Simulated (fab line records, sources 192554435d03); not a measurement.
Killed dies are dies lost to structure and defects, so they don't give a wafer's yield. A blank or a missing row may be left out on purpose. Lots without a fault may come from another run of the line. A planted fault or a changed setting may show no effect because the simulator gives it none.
Split-lot experiment | flow n5_finfet | 7 lots, 21 wafers read, on a route of 1938 steps

THE SPLIT
At N5_BEOL_M9_COAT_59 (time 60 s, resist thk 100 nm), the setting spin_rpm was moved away from the recipe's 1500 rpm on 8 of the 21 wafers read, by -9.9% to +10.4%. The other wafers ran this setting at the recipe's value.

FROM THE SPLIT TO THE READING: what the file shows between them, 4 steps
- N5_BEOL_M9_COAT_60: time 60 s, resist thk 30 nm
- N5_BEOL_M9_COAT_05: resist thk 90 nm
- N5_BEOL_M9_DESCUM_16: chemistry O2, time 7.9 s
- N5_BEOL_M9_ETCH_61: etches SiARC in CF4, target depth 39 nm, time 65 s

THE READING
etch.depth_nm (the simulator's own value, which no gauge read), in nm, at N5_BEOL_M9_ETCH_62 (etches SOC in N2/H2, target depth 110 nm, overetch 22 nm, time 165 s). The file gives no usual value for it. The 13 wafers here that ran the recipe average 100.27 nm, standard deviation 0.37 nm.

wafer  | tool, chamber at the split | spin_rpm as run, rpm | against the recipe | etch.depth_nm, nm | against lot-mates on the recipe
L075.3 | litho_track-04, 0          | 1500                 | recipe             | 99.66             | -
L075.4 | litho_track-04, 0          | 1500                 | recipe             | 99.72             | -
L075.5 | litho_track-04, 0          | 1656                 | +10.4%             | 95.08             | -4.61
L077.2 | litho_track-05, 0          | 1500                 | recipe             | 100.1             | -
L077.3 | litho_track-05, 0          | 1628                 | +8.5%              | 96.33             | -3.77
L077.4 | litho_track-05, 0          | 1628                 | +8.5%              | 96.11             | -3.99
L081.2 | litho_track-01, 0          | 1500                 | recipe             | 100.4             | -
L081.6 | litho_track-01, 0          | 1500                 | recipe             | 100.4             | -
L081.5 | litho_track-01, 0          | 1401                 | -6.6%              | 104.1             | +3.70
L080.1 | litho_track-05, 0          | 1500                 | recipe             | 100.6             | -
L080.3 | litho_track-05, 0          | 1500                 | recipe             | 100               | -
L080.5 | litho_track-05, 0          | 1500                 | recipe             | 100.2             | -
L085.2 | litho_track-01, 0          | 1652                 | +10.1%             | 95.18             | -4.92
L085.4 | litho_track-01, 0          | 1652                 | +10.1%             | 95.07             | -5.03
L085.6 | litho_track-01, 0          | 1500                 | recipe             | 100.1             | -
L088.1 | litho_track-01, 0          | 1351                 | -9.9%              | 105.1             | +5.13
L088.5 | litho_track-01, 0          | 1351                 | -9.9%              | 105.2             | +5.23
L088.6 | litho_track-01, 0          | 1500                 | recipe             | 99.97             | -
L095.1 | litho_track-05, 0          | 1500                 | recipe             | 100.7             | -
L095.3 | litho_track-05, 0          | 1500                 | recipe             | 100.8             | -
L095.6 | litho_track-05, 0          | 1500                 | recipe             | 100.8             | -

THE FIT
A straight line over all 21 wafers: etch.depth_nm changes by -0.5 nm for each +1% of spin_rpm; r = -0.99; the points scatter about the line by 0.34 nm.
The same after taking each lot's own level away (the mean of its wafers on the recipe; 21 wafers): -0.492 nm for each +1%; r = -1.00; scatter 0.21 nm.
On that fit, the largest move of spin_rpm shifts the reading by 5.1 nm.
The lots' own levels span 99.690 to 100.767 nm, that is 2.9 times the standard deviation above.
So the lot-to-lot level changes the slope little: the two slopes agree.
Check: with one of the wafers moved furthest among these (+10.4%) left out of the fit, the line predicts -5.1 nm for it against its lot-mates. It came out at -4.61 nm against them.

OTHER SPLITS ON THESE WAFERS
These wafers also went through other splits before the reading. Each is held against what the fit with the lots' levels taken away leaves over:
other split on the same wafers | wafers away from the commonest value | r with etch.depth_nm (lot level and that fit taken away)
N5_BEOL_M8_ETCH_65 source_w    | 6                                    | -0.09
N5_BEOL_M9_PECVD_70 time_s     | 6                                    | +0.25

THE WHOLE CHAIN: every reading that the file lists as answering this split, in the file's order
step               | what it does                                                         | reading                                                                        | change (the file's fit)               | r (the file's)
N5_BEOL_M9_COAT_59 | time 60 s, resist thk 100 nm                                         | SOC_of_BEOL_M9_COAT_59.thk_nm (the simulator's own value, which no gauge read) | -0.49 nm for each +1% of the setting  | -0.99
N5_BEOL_M9_ETCH_62 | etches SOC in N2/H2, target depth 110 nm, overetch 22 nm, time 165 s | etch.depth_nm (the simulator's own value, which no gauge read)                 | -0.488 nm for each +1% of the setting | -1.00

THE FILE'S OWN FIT
etch.depth_nm changes by -0.488 nm for each +1% of spin_rpm, r = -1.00.
